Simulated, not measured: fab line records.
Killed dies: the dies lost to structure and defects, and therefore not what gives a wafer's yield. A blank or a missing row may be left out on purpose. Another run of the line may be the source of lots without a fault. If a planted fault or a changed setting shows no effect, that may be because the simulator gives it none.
Comparing a struck lot with a sound one    flow n5-finfet    16 out of 1938 route steps
Sound: the wafers L582.1, L582.2, L582.4. Wafers struck: L591.1, L591.3, L591.5. The cause comes at the end.
At each step with rows: each side's tool, then ch and its chambers, then its first start. Under that, the readings that differ: sound wafers    struck wafers    difference of the means    sigmas: that difference in standard deviations of wafers without a fault.
alike: same words and numbers on both sides, and readings whose means sit less than 2 such deviations apart. not compared: any withheld reading, any reading some wafer has no value for, any bound like >300 that may hide the same value, and any number with overlapping values for which the record gives no deviation.
A row with sigmas, a row that says differs or no value, or rows on one side alone: a step with any of these is where the two part. Numbers that don't overlap but have no deviation are shown without sigmas and don't part them. A reading that every wafer of one side lacks parts them only if that side has two wafers or more.

first, 2 steps without rows for these wafers: N5_GATE_CUT_ETCH_19 (etches SiNx in CH3F/O2, target depth 53.7 nm, time 76.7 s); N5_GATE_CUT_CUT_ETCH_53 (etches W in SF6/Cl2, target depth 79.2 nm).
N5_GATE_CUT_CUT_ETCH_54: etches TiN in Cl2/BCl3, target depth 96.7 nm.
  sound on rie-metal-02 ch 0,1, day 4 14:05; struck on rie-metal-03 ch 0,1, day 6 17:50
  alike: drypump-motor-current-A, etch-rf-on-time-s, oes-product-au, throttle-valve-pct
  not compared: rf-hours-counter-h
N5_GATE_CUT_CUT_ETCH_55: etches HfO2 in BCl3, target depth 3.2 nm.
  sound on rie-metal-02 ch 0,1, day 4 14:08; struck on rie-metal-03 ch 0,1, day 6 17:53
  alike: drypump-motor-current-A, oes-product-au, throttle-valve-pct
  not compared: rf-hours-counter-h
then, 2 steps without rows for these wafers: N5_GATE_CUT_ETCH_47 (etches SiO2 in Cl2/BCl3, target depth 10 nm); N5_GATE_CUT_VAPOR_ETCH_48 (etches TiN in BCl3/Cl2).
N5_GATE_CUT_VAPOR_ETCH_49: etches TiAlC in BCl3/Cl2.
  sound on rie-metal-02 ch 0,1, day 4 14:14; struck on rie-metal-03 ch 0,1, day 6 17:59
  alike: drypump-motor-current-A, oes-product-au
N5_GATE_CUT_VAPOR_ETCH_51: etches HfO2 in BCl3/Cl2.
  sound on rie-metal-02 ch 0,1, day 4 14:16; struck on rie-metal-03 ch 0,1, day 6 18:01
  alike: drypump-motor-current-A, oes-product-au
then, 3 steps without rows for these wafers: N5_GATE_CUT_STRIP_21 (strips in N2/H2, time 30 s); N5_GATE_CUT_STRIP_29 (strips in post etch residue remover, time 60 s); N5_GATE_CUT_SRD_52 (time 30 s).
N5_GATE_CUT_ALD_22: deposits SiNx, target thk 16 nm, pulse time 1 s, ald cycles 320.
  sound on ald-sin-02 ch 0,2,3, day 4 14:28; struck on ald-sin-03 ch 0,1,2, day 6 18:13
  alike: heater-power-w, precursor-pulse-height-rel
N5_GATE_CUT_CMP_23: polishes, stops on SiO2, t overpolish 23.4 s, target thk 16 nm.
  sound on cmp-04 ch 1,2,3, day 4 16:00; struck on cmp-01 ch 0,2,3, day 6 19:42
reading                  sound              struck             difference  sigmas
head-pressure-psi (psi)  2.495 2.495 2.492  1.799 1.804 1.805  -0.691      -99 or more
motor-current-A (A)      9.1 9.0 8.8        6.9 7.1 7.2        -1.9        -3
  alike: overpolish-run-s, time-to-endpoint-s
N5_GATE_CUT_THK_MEAS_24:
  sound on film-metro-01 at day 4 16:15; struck on film-metro-01 at day 6 20:00
  alike: GC_FILL_THK
-- a jump in the record: the struck wafers' starts before and after are 3 days apart (it breaks off in module GATE_CUT and resumes in module BEOL_M4, where the first step shown is number 1111 of the route) --
N5_BEOL_M4_RC_MEAS_101:
  sound on prober-01 ch 0, day 7 17:04; struck on prober-01 ch 0, day 10 02:05
  alike: DIBL_N, DIBL_P, IOFF_N, IOFF_P, ION_N, ION_P, SS_N, SS_P, VT_N, VT_P
-- a jump in the record: the struck wafers' starts before and after are 4 days apart (it breaks off in module BEOL_M4 and resumes in module PASSIVATION, where the first step shown is number 1936 of the route) --
N5_PASSIVATION_PROBE_49:
  sound on prober-01 at day 12 00:26; struck on prober-01 at day 14 03:50
  alike: defect-limited-yield, killed_at_M0_to_M3, killed_at_M4_up, killed-at-contacts, killed-at-front-end, killed-at-other, killed-dies, killed-open, killed-short, sort_bin_5_function, sort_bin_6_memory, sort-n-pass, sort-yield-pct

== WHERE THEY PART ==
At N5_GATE_CUT_CMP_23 and nowhere else, as far as this record goes. Later steps at which nothing parts them and some readings are alike: N5_GATE_CUT_THK_MEAS_24, N5_BEOL_M4_RC_MEAS_101, N5_PASSIVATION_PROBE_49.

WHY: whatever the simulator had introduced
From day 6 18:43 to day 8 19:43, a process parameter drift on cmp-01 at N5_GATE_CUT_CMP_23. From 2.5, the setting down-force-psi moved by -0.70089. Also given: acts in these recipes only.
